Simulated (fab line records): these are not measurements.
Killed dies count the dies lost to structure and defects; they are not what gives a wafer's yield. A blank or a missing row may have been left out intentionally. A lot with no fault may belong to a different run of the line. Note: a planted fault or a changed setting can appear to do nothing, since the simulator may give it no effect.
Matching of chambers	flow n5 finfet	N5_SD_EPI_P_ETCH_37 on rie diel-01 has 3 sister chambers
The step etches SOC in N2/H2, overetch 108 nm, time 486 s. 14 wafers are shown with their chamber, then 6 later ones without.

== WAFERS PAIRED WITH THEIR CHAMBERS ==
wafer	chamber	showerhead plenum p Torr (Torr)	throttle valve pct (%)	oes product au (a.u.)
L074.1	2	2.53	23.98	0.67
L074.2	1	2.64	23.82	0.67
L074.3	3	2.47	23.74	0.72
L082.1	3	2.46	23.75	0.71
L082.2	2	2.53	23.98	0.66
L082.6	2	2.53	23.97	0.66
L088.1	2	2.52	24.01	0.65
L088.2	1	2.63	23.85	0.65
L088.5	1	2.63	23.87	0.64
L090.1	1	2.63	23.87	0.64
L090.4	2	2.52	23.98	0.65
L090.5	2	2.52	23.99	0.65
L093.3	3	2.46	23.77	0.69
L093.5	2	2.52	24.00	0.65

SIGNATURES (means of the wafers above)
reading	chamber 1	chamber 2	chamber 3	scatter within a chamber
showerhead plenum p Torr	2.6325	2.5243	2.4633	0.00534
throttle valve pct	23.8525	23.9871	23.7533	0.0173
oes product au	0.6500	0.6557	0.7067	0.0114
Rule: for each reading, subtract the chamber's mean from the wafer's reading, divide by that reading's scatter and square the result; add these up over the readings and take the root, which gives the wafer's distance from the chamber. The wafer belongs to the nearest chamber; if the next one is less than 2 further off, it can't be placed. The scatter: take each reading less its chamber's mean, square it, sum over the shown wafers, divide by the number of wafers less the number of chambers, and take the root.

== WAFERS WHOSE CHAMBER IS MISSING ==
wafer	showerhead plenum p Torr (Torr)	throttle valve pct (%)	oes product au (a.u.)
L093.6	2.63	23.87	0.65
L094.2	2.46	23.76	0.69
L094.4	2.52	24.00	0.64
L095.2	2.63	23.88	0.65
L095.5	2.46	23.77	0.68
L095.6	2.52	24.00	0.64

== THE CHAMBER EACH PASSED THROUGH ==
wafer	from the rows above	in truth
L093.6	1	1
L094.2	3	3
L094.4	2	2
L095.2	1	1
L095.5	3	3
L095.6	2	2
6 of 6 placed correctly. Not placeable from these rows: 0. Number placed wrongly: 0.
